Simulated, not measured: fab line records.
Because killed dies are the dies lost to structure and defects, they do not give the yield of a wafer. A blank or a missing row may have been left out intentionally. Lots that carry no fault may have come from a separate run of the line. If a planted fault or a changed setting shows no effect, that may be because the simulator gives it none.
Split-lot study -- flow n5-finfet -- 21 wafers read from 7 lots, route of 1938 steps

## ON THE SPLIT
At N5_BEOL_M4_TRENCH_ETCH_37 (etches SiOC in C4F6/O2, target depth 55.555 nm, time 29.2 s), the setting bias-w was moved away from the recipe's 185 W on 8 of the 21 wafers read, by -9.4% to +12.2%. The other wafers ran this setting at the recipe's value.

The split's own step is where the reading is taken.

## THE READING
rf-vpp-V, in V, at N5_BEOL_M4_TRENCH_ETCH_37 (etches SiOC in C4F6/O2, target depth 55.555 nm, time 29.2 s). A value of 668 V with a standard deviation of 4.7 V is what fault-free wafers of this fab line usually give.

wafer,"tool, chamber at the split","bias-w as run, W",against the recipe,"rf-vpp-V, V",against lot-mates on the recipe
L078.2,"rie-diel-05, 1",185,recipe,665,-
L078.3,"rie-diel-05, 0",185,recipe,672,-
L078.4,"rie-diel-05, 2",175.7,-5.0%,648,-20
L082.1,"rie-diel-05, 0",185,recipe,674,-
L082.4,"rie-diel-05, 0",185,recipe,672,-
L082.5,"rie-diel-05, 1",185,recipe,665,-
L086.1,"rie-diel-04, 3",176.1,-4.8%,644,-14
L086.3,"rie-diel-04, 1",185,recipe,658,-
L086.4,"rie-diel-04, 2",176.1,-4.8%,640,-18
L085.3,"rie-diel-02, 1",185,recipe,673,-
L085.5,"rie-diel-02, 0",185,recipe,665,-
L085.6,"rie-diel-02, 1",185,recipe,672,-
L094.2,"rie-diel-02, 3",185,recipe,665,-
L094.4,"rie-diel-02, 2",207.5,+12.2%,736,+71
L094.5,"rie-diel-02, 3",207.5,+12.2%,729,+64
L095.1,"rie-diel-02, 1",185,recipe,672,-
L095.3,"rie-diel-02, 2",167.7,-9.4%,621,-51
L095.6,"rie-diel-02, 2",167.7,-9.4%,620,-52
L096.3,"rie-diel-02, 0",185,recipe,664,-
L096.5,"rie-diel-02, 0",199.6,+7.9%,707,+38
L096.6,"rie-diel-02, 1",185,recipe,673,-

FIT RESULTS
A straight line over all 21 wafers: rf-vpp-V changes by +5.15 V for each +1% of bias-w; r = +0.99; the points scatter about the line by 4.4 V.
The same after taking each lot's own level away (the mean of its wafers on the recipe; 21 wafers): +5.24 V for each +1%; r = +0.99; scatter 4.6 V.
According to that fit, moving bias-w by its largest amount changes the reading by 64 V.
From 658.0 to 672.0 V: that is the span of the lots' own levels, equal to 3.0 times the standard deviation above.
Consequently the slope shifts little with the lot-to-lot level, the two slopes agreeing.
Check: for one of the wafers moved furthest among these (+12.2%), held out of the fit, the line's prediction against its lot-mates is +62.3 V. Against them it came out at +71 V.
Tool readings at the split's step, against how far the setting was moved: rf-vpp-V r = +0.99.

## OTHER SPLITS APPLIED TO THESE WAFERS
Before the reading, these wafers also passed through other splits. Each is held against what the fit with the lots' levels taken away leaves over:
other split on the same wafers,wafers away from the commonest value,r with rf-vpp-V (lot level and that fit taken away)
N5_BEOL_M4_DESCUM_16 time-s,6,+0.09
N5_BEOL_M4_COAT_76 spin-rpm,6,+0.17

## THE FILE'S OWN FIT
rf-vpp-V changes by +5.16 V for each +1% of bias-w, r = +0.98.
